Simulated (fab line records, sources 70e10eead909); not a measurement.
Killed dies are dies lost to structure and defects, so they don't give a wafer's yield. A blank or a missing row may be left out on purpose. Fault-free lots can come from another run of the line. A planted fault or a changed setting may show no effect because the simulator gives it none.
A single fault, viewed from 2 desks | flow nand harc | only its own numbers are on each desk; what lay behind them is given at the end

== TOOL OWNER'S DESK, rie diel-02 ==
The tool's own readings at NHARC_P_M0_ETCH_15 (etches the open film in C4F8/Ar, target depth 150 nm, overetch 15 nm, time 82.5 s): means of the sampled wafers that have a number, for each lot that ran on this tool. Marked OUT: a lot whose mean sits more than 4 standard deviations from the usual mean, which makes it out of limits; the brackets give that distance.
Columns: A = oes product au at NHARC_P_M0_ETCH_15, usual 0.959 a.u.; B = rf vpp V at NHARC_P_M0_ETCH_15, usual 442.1 V; C = run length s at NHARC_P_M0_ETCH_15, usual 103.8 s
lot  | first seen here | A     | B     | C
L905 | day 6 06:26     | 0.971 | 443.3 | 103.3
L906 | day 6 07:06     | 0.968 | 443.0 | 103.6
L907 | day 6 08:07     | 0.967 | 443.5 | 103.9
L912 | day 8 03:47     | 0.980 | 443.5 | 88.7 (-25) OUT
This desk finds L912 out of limits, L912 being first, at day 8 03:47 (run length s at NHARC_P_M0_ETCH_15). Within limits: L905, L906, L907.

== THE DEFECT DESK ==
For each lot, the counts of the inspections along the route, averaged over the sampled wafers that have a number. Marked OUT: a lot whose mean sits more than 4 standard deviations from the usual mean, which makes it out of limits; the brackets give that distance.
Columns: A = raw defect count at NHARC_P_CONTACT_INSPECT_27, usual 287
lot  | first seen here | A
L904 | day 5 10:46     | 301
L905 | day 6 05:17     | 239
L906 | day 6 05:50     | 222
L907 | day 6 06:49     | 193
L909 | day 7 05:30     | 228
L912 | day 8 02:32     | 172
L919 | day 9 22:08     | 248
L922 | day 10 06:06    | 168
L923 | day 10 06:38    | 317
L927 | day 11 04:31    | 315
L926 | day 11 04:33    | 214
Finding of this desk: none of the 11 lots has anything out of limits.

== TAKEN TOGETHER ==
The tool owner's desk had the chance to raise an alarm at day 8 03:47 on L912.
Nothing out of limits was seen by the defect desk.
The defect desk has L912 on record, within its limits.
The lots listed all ran NHARC_P_M0_ETCH_15 on rie diel-02.

== WHAT THE SIMULATOR HAD INSERTED ==
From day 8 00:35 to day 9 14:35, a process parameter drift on rie diel-02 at NHARC_P_M0_ETCH_15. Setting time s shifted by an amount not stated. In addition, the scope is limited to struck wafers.
Lots struck among those shown: L912.
Hours from the fault's start to each desk's first reading out of limits: the tool owner's desk, 3.
